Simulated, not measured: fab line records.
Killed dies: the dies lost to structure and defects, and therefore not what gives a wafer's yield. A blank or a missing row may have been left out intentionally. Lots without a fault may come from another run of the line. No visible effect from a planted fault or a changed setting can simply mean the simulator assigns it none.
Matching of chambers ; flow nandHarc ; NHARC_A_CHANNEL_FILL_D1_ALD_14 on aldHk-02 has 4 sister chambers
The step deposits SiO2, target thk 2.5 nm, pulse time 10 s, ald cycles 25. 4 wafers are shown with their chamber, then 9 later ones without.

== WAFERS PAIRED WITH THEIR CHAMBERS ==
wafer;chamber;heaterPowerW (W)
L084.4;1;591
L091.2;2;532
L091.3;3;492
L091.5;0;382

== WAFERS WHOSE CHAMBER IS MISSING ==
wafer;heaterPowerW (W)
L093.1;522
L093.5;507
L093.6;393
L095.3;600
L095.5;499
L095.6;522
L097.2;516
L097.3;390
L097.5;494

== THE CHAMBER EACH PASSED THROUGH ==
wafer;from the rows above;in truth
L093.1;can't be placed: 2 or 3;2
L093.5;can't be placed: 3 or 2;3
L093.6;0;0
L095.3;1;1
L095.5;3;3
L095.6;can't be placed: 2 or 3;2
L097.2;can't be placed: 2 or 3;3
L097.3;0;0
L097.5;3;3
Correct placement for 5 of the 9. From these rows, 4 cannot be placed; in 4 the true chamber is one of the candidates. Wrongly placed: 0.
How it was worked out, from the rows above alone: a wafer's distance from a chamber is the root of the sum, over the readings, of the square of ((its reading less the chamber's mean) divided by the reading's scatter). If the next closest chamber is less than 2 further off than the closest, the wafer can't be placed; otherwise it belongs to the closest. The mean given for a chamber averages the wafers shown for that chamber. The scatter (one wafer shown for each chamber): square how far every hidden wafer sits from the nearest shown wafer, average those squares and take the square root.
